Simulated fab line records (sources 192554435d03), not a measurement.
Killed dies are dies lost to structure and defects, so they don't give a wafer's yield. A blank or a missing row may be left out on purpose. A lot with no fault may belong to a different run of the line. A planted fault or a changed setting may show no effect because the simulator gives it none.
Chamber matching	flow n5Finfet	4 sister chambers for N5_FIN_SAQP_ETCH_65 on rieSi-03
The step etches SiO2 in CF4, target depth 4 nm, time 4.4 s. 8 wafers are shown with their chamber, then 9 later ones without.

EACH WAFER AND ITS CHAMBER
wafer	chamber	throttleValvePct (%)	drypumpMotorCurrentA (A)
L087.4	1	21.72	6.2
L088.1	0	21.36	5.8
L090.1	1	21.72	6.2
L090.2	3	21.49	5.8
L090.3	2	21.67	6.0
L092.1	2	21.68	6.1
L092.2	0	21.38	5.8
L092.3	3	21.51	5.7

WAFERS WHOSE CHAMBER IS MISSING
wafer	throttleValvePct (%)	drypumpMotorCurrentA (A)
L093.3	21.37	5.8
L093.4	21.72	6.2
L093.6	21.73	6.2
L094.1	21.50	5.7
L094.4	21.36	5.8
L094.6	21.72	6.1
L095.2	21.74	6.2
L095.3	21.36	5.8
L095.6	21.50	5.8

WHICH CHAMBER EACH ONE RAN IN
wafer	from the rows above	in truth
L093.3	0	0
L093.4	1	1
L093.6	1	1
L094.1	3	3
L094.4	0	0
L094.6	1	1
L095.2	1	1
L095.3	0	0
L095.6	3	3
Correctly placed: 9 of 9. From these rows, 0 cannot be placed. Wrongly placed: 0.
How it was worked out, from the rows above alone: a wafer's distance from a chamber is the root of the sum, over the readings, of the square of ((its reading less the chamber's mean) divided by the reading's scatter). If the next closest chamber is less than 2 further off than the closest, the wafer can't be placed; otherwise it belongs to the closest. For every chamber, the mean is computed from those of its wafers that are shown. The scatter is the square root of a quotient: the sum, over the shown wafers, of each reading's squared deviation from its chamber's mean, divided by wafers minus chambers.
